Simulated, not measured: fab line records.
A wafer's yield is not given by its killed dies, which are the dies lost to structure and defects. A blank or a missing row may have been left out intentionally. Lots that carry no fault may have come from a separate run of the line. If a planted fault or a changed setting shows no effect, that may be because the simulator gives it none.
Matching of chambers :: flow n5-finfet :: 3 sister chambers for N5_BEOL_M4_ILD_DEP_00 on pecvd-04
The step deposits SiOC from DEMS/O2, target thk 79 nm, time 15.3 s. 6 wafers are shown with their chamber, then 7 later ones without.

## WAFERS PAIRED WITH THEIR CHAMBERS
wafer: L789.4
chamber: 1
throttle-valve-pct (%): 13.3
heater-power-w (W): 466

wafer: L801.2
chamber: 1
throttle-valve-pct (%): 13.1
heater-power-w (W): 512

wafer: L801.4
chamber: 2
throttle-valve-pct (%): 11.8
heater-power-w (W): 457

wafer: L801.5
chamber: 0
throttle-valve-pct (%): 12.3
heater-power-w (W): 412

wafer: L804.1
chamber: 0
throttle-valve-pct (%): 12.4
heater-power-w (W): 433

wafer: L804.3
chamber: 2
throttle-valve-pct (%): 11.6
heater-power-w (W): 393

## WAFERS WHOSE CHAMBER IS MISSING
wafer: L804.5
throttle-valve-pct (%): 11.5
heater-power-w (W): 404

wafer: L806.2
throttle-valve-pct (%): 13.4
heater-power-w (W): 437

wafer: L806.3
throttle-valve-pct (%): 13.1
heater-power-w (W): 434

wafer: L806.4
throttle-valve-pct (%): 12.5
heater-power-w (W): 415

wafer: L805.2
throttle-valve-pct (%): 12.6
heater-power-w (W): 447

wafer: L805.4
throttle-valve-pct (%): 12.4
heater-power-w (W): 442

wafer: L805.6
throttle-valve-pct (%): 13.4
heater-power-w (W): 504

## CHAMBER TAKEN BY EACH
wafer: L804.5
from the rows above: 2
in truth: 2

wafer: L806.2
from the rows above: 1
in truth: 1

wafer: L806.3
from the rows above: 1
in truth: 1

wafer: L806.4
from the rows above: 0
in truth: 0

wafer: L805.2
from the rows above: 0
in truth: 0

wafer: L805.4
from the rows above: 0
in truth: 0

wafer: L805.6
from the rows above: 1
in truth: 1
Placed correctly: 7 of 7. Not placeable from these rows: 0. 0 placed wrongly.
How it was worked out, from the rows above alone: a wafer's distance from a chamber is the root of the sum, over the readings, of the square of ((its reading less the chamber's mean) divided by the reading's scatter). If the next closest chamber is less than 2 further off than the closest, the wafer can't be placed; otherwise it belongs to the closest. For every chamber, the mean is computed from those of its wafers that are shown. How the scatter is found: for the shown wafers, subtract from each reading the mean of its chamber, square and add these, divide the total by (wafers less chambers), then take the root.
